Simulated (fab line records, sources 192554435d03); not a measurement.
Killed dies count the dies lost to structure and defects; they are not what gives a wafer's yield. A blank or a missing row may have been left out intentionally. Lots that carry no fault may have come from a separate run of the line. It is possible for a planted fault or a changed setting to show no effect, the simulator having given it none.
Chamber matching :: flow n5_finfet :: 4 sister chambers for N5_MOL_CONTACT_COAG_CMP_28 on cmp-02
The step polishes, stops on SiNx, t overpolish 0.85 s, target thk 14.522 nm. 4 wafers are shown with their chamber, then 12 later ones without.

## WAFERS PAIRED WITH THEIR CHAMBERS
wafer: L083.2
chamber: 1
motor_current_A (A): 13.8

wafer: L092.1
chamber: 2
motor_current_A (A): 13.5

wafer: L092.2
chamber: 0
motor_current_A (A): 13.4

wafer: L092.3
chamber: 3
motor_current_A (A): 11.5

## WAFERS WITHOUT THEIR CHAMBER
wafer: L093.2
motor_current_A (A): 13.7

wafer: L093.4
motor_current_A (A): 13.3

wafer: L093.5
motor_current_A (A): 14.1

wafer: L094.1
motor_current_A (A): 13.1

wafer: L094.4
motor_current_A (A): 13.4

wafer: L094.5
motor_current_A (A): 11.6

wafer: L095.2
motor_current_A (A): 13.5

wafer: L095.5
motor_current_A (A): 11.2

wafer: L095.6
motor_current_A (A): 13.4

wafer: L096.2
motor_current_A (A): 13.0

wafer: L096.4
motor_current_A (A): 11.5

wafer: L096.5
motor_current_A (A): 13.9

## EACH ONE'S CHAMBER
wafer: L093.2
from the rows above: can't be placed: 1 or 2 or 0
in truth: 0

wafer: L093.4
from the rows above: can't be placed: 0 or 2
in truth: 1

wafer: L093.5
from the rows above: can't be placed: 1 or 2
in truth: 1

wafer: L094.1
from the rows above: can't be placed: 0 or 2
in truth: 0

wafer: L094.4
from the rows above: can't be placed: 0 or 2
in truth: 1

wafer: L094.5
from the rows above: 3
in truth: 3

wafer: L095.2
from the rows above: can't be placed: 2 or 0 or 1
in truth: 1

wafer: L095.5
from the rows above: 3
in truth: 3

wafer: L095.6
from the rows above: can't be placed: 0 or 2
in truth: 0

wafer: L096.2
from the rows above: can't be placed: 0 or 2
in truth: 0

wafer: L096.4
from the rows above: 3
in truth: 3

wafer: L096.5
from the rows above: can't be placed: 1 or 2
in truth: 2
Placed correctly: 3 of 12. These rows do not allow placing 9 (true chamber among the candidates in 7). Number placed wrongly: 0.
How it was worked out, from the rows above alone: a wafer's distance from a chamber is the root of the sum, over the readings, of the square of ((its reading less the chamber's mean) divided by the reading's scatter). If the next closest chamber is less than 2 further off than the closest, the wafer can't be placed; otherwise it belongs to the closest. A chamber's mean is the mean of its shown wafers. The scatter: with one shown wafer a chamber, the root of the mean of the squares of how far each hidden wafer lies from its nearest shown one.
